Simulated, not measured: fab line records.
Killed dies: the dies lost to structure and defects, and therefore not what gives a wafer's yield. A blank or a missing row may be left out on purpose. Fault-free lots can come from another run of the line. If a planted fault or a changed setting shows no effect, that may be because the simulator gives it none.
Split-lot experiment :: flow n5-finfet :: 21 wafers read from 7 lots, route of 1938 steps

## THE SPLIT
At N5_ZERO_LAYER_EXPOSE_08 (exposes mask ZERO, defocus 0 nm, target cd 2000 nm), the setting dose-mj was moved away from the recipe's 16.2 on 6 of the 21 wafers read, by -7.0% to +7.4%. All remaining wafers had this setting at the recipe value.

## FROM THE SPLIT TO THE READING: what the file shows between them, 3 steps
- N5_ZERO_LAYER_PEB_09
- N5_ZERO_LAYER_DEVELOP_10: develop time 60 s
- N5_ZERO_LAYER_HARDBAKE_23: time 120 s

## THE READING
cd-nm (nm) at N5_ZERO_LAYER_CD_MEAS_11, where the cd target is 2000 nm. On this fab line, fault-free wafers typically give 2000.5 nm with a standard deviation of 1.5 nm.

wafer: L075.1
tool, chamber at the split: krf-scanner-01, 0
dose-mj as run: 16.2
against the recipe: recipe
cd-nm, nm: 2001.0
against lot-mates on the recipe: -

wafer: L075.3
tool, chamber at the split: krf-scanner-01, 0
dose-mj as run: 15.07
against the recipe: -7.0%
cd-nm, nm: 1987.1
against lot-mates on the recipe: -13.5

wafer: L075.6
tool, chamber at the split: krf-scanner-01, 0
dose-mj as run: 16.2
against the recipe: recipe
cd-nm, nm: 2000.2
against lot-mates on the recipe: -

wafer: L081.2
tool, chamber at the split: krf-scanner-01, 0
dose-mj as run: 16.2
against the recipe: recipe
cd-nm, nm: 2003.0
against lot-mates on the recipe: -

wafer: L081.5
tool, chamber at the split: krf-scanner-01, 0
dose-mj as run: 15.08
against the recipe: -6.9%
cd-nm, nm: 1987.2
against lot-mates on the recipe: -15.8

wafer: L081.6
tool, chamber at the split: krf-scanner-01, 0
dose-mj as run: 15.08
against the recipe: -6.9%
cd-nm, nm: 1988.0
against lot-mates on the recipe: -15.0

wafer: L083.1
tool, chamber at the split: krf-scanner-01, 0
dose-mj as run: 16.2
against the recipe: recipe
cd-nm, nm: 1999.8
against lot-mates on the recipe: -

wafer: L083.3
tool, chamber at the split: krf-scanner-01, 0
dose-mj as run: 16.2
against the recipe: recipe
cd-nm, nm: 2002.4
against lot-mates on the recipe: -

wafer: L083.4
tool, chamber at the split: krf-scanner-01, 0
dose-mj as run: 16.2
against the recipe: recipe
cd-nm, nm: 2001.6
against lot-mates on the recipe: -

wafer: L086.2
tool, chamber at the split: krf-scanner-02, 0
dose-mj as run: 16.2
against the recipe: recipe
cd-nm, nm: 1999.1
against lot-mates on the recipe: -

wafer: L086.4
tool, chamber at the split: krf-scanner-02, 0
dose-mj as run: 17.16
against the recipe: +5.9%
cd-nm, nm: 2013.6
against lot-mates on the recipe: +14.5

wafer: L086.6
tool, chamber at the split: krf-scanner-02, 0
dose-mj as run: 17.16
against the recipe: +5.9%
cd-nm, nm: 2010.9
against lot-mates on the recipe: +11.8

wafer: L088.1
tool, chamber at the split: krf-scanner-01, 0
dose-mj as run: 16.2
against the recipe: recipe
cd-nm, nm: 1999.8
against lot-mates on the recipe: -

wafer: L088.3
tool, chamber at the split: krf-scanner-01, 0
dose-mj as run: 16.2
against the recipe: recipe
cd-nm, nm: 1999.1
against lot-mates on the recipe: -

wafer: L088.6
tool, chamber at the split: krf-scanner-01, 0
dose-mj as run: 17.4
against the recipe: +7.4%
cd-nm, nm: 2013.4
against lot-mates on the recipe: +14.0

wafer: L093.1
tool, chamber at the split: krf-scanner-02, 0
dose-mj as run: 16.2
against the recipe: recipe
cd-nm, nm: 1998.7
against lot-mates on the recipe: -

wafer: L093.2
tool, chamber at the split: krf-scanner-02, 0
dose-mj as run: 16.2
against the recipe: recipe
cd-nm, nm: 1998.3
against lot-mates on the recipe: -

wafer: L093.4
tool, chamber at the split: krf-scanner-02, 0
dose-mj as run: 16.2
against the recipe: recipe
cd-nm, nm: 1999.9
against lot-mates on the recipe: -

wafer: L095.2
tool, chamber at the split: krf-scanner-02, 0
dose-mj as run: 16.2
against the recipe: recipe
cd-nm, nm: 1999.8
against lot-mates on the recipe: -

wafer: L095.4
tool, chamber at the split: krf-scanner-02, 0
dose-mj as run: 16.2
against the recipe: recipe
cd-nm, nm: 2000.4
against lot-mates on the recipe: -

wafer: L095.6
tool, chamber at the split: krf-scanner-02, 0
dose-mj as run: 16.2
against the recipe: recipe
cd-nm, nm: 2000.3
against lot-mates on the recipe: -

THE FIT
A straight line over all 21 wafers: cd-nm changes by +1.88 nm for each +1% of dose-mj; r = +0.98; the points scatter about the line by 1.3 nm.
The same after taking each lot's own level away (the mean of its wafers on the recipe; 21 wafers): +2.1 nm for each +1%; r = +0.99; scatter 0.92 nm.
The reading moves by 16 nm for the largest change in dose-mj, on that fit.
Measured against the standard deviation above, the lots' own levels, which go from 1998.97 to 2003.00 nm, span 2.7 times it.
So the slope is not independent of the lot-to-lot level: the two fits are not the same.
Check: with one of the wafers moved furthest among these (+7.4%) left out of the fit, the line predicts +16.1 nm for it against its lot-mates. It came out at +14 nm against them.

## THE WHOLE CHAIN: every reading that the file lists as answering this split, in the file's order
step: N5_ZERO_LAYER_CD_MEAS_11
what it does: target cd 2000 nm
reading: cd-nm
change (the file's fit): +2.05 nm for each +1% of the setting
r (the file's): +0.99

step: N5_ZERO_LAYER_DESCUM_16
what it does: chemistry O2, time 7.9 s
reading: ZERO_LAYER.cd-nm (the simulator's own value, which no gauge read)
change (the file's fit): +2.02 nm for each +1% of the setting
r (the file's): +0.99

## FILE'S OWN FIT
cd-nm changes by +2.05 nm for each +1% of dose-mj, r = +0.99.
